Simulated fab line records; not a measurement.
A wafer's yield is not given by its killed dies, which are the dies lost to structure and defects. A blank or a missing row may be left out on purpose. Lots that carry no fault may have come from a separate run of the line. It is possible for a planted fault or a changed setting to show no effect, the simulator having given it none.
Which tool did it?    flow n5Finfet    route of 1938 steps, sampled at 1 step: 12 lots, 36 wafers

== WHAT THE GAUGES SHOWED, per wafer ==
N5_BEOL_M1_INSPECT_13: inspects for defects (brightfield).
lot   measured      on                rawDefectCount
L075  day 6 12:26   defectInspect-02  385 368 389
L077  day 6 18:31   defectInspect-02  594 559 537
L079  day 7 06:02   defectInspect-01  418 417 409
L081  day 7 20:41   defectInspect-02  568 499 578
L083  day 8 10:25   defectInspect-02  436 372 526
L085  day 9 06:19   defectInspect-01  412 288 332
L087  day 9 13:59   defectInspect-02  549 616 452
L089  day 9 15:45   defectInspect-01  389 341 383
L092  day 10 17:10  defectInspect-02  355 308 285
L094  day 10 23:34  defectInspect-01  353 334 321
L096  day 11 15:44  defectInspect-01  319 307 327
L091  day 11 23:37  defectInspect-02  335 467 324

== EACH LOT AND THE TOOL THAT RAN IT (in order: tool; ch and the chambers of the sampled wafers; start) ==
The record holds no process step before these readings.

== THE ANSWER, worked out from the rows above alone ==
Rule: the lots themselves supply what counts as usual. Put in order of their means at a reading, lots are off if they are a third of the lots or fewer, leave a main group of 4 or more, and stand apart from it by a gap of 3 or more times the standard deviation of the main group's means; of several such gaps the widest counts. Not used: any main group whose means are identical at the precision the tables above print for the reading. Also off: a lot with no number at a reading for which 4 or more lots have one. Where the step has rows for the other lots, those lots are counted as sound.
None of the lots is off at any reading shown; this tells nothing.

== WHAT THE SIMULATOR PUT IN ==
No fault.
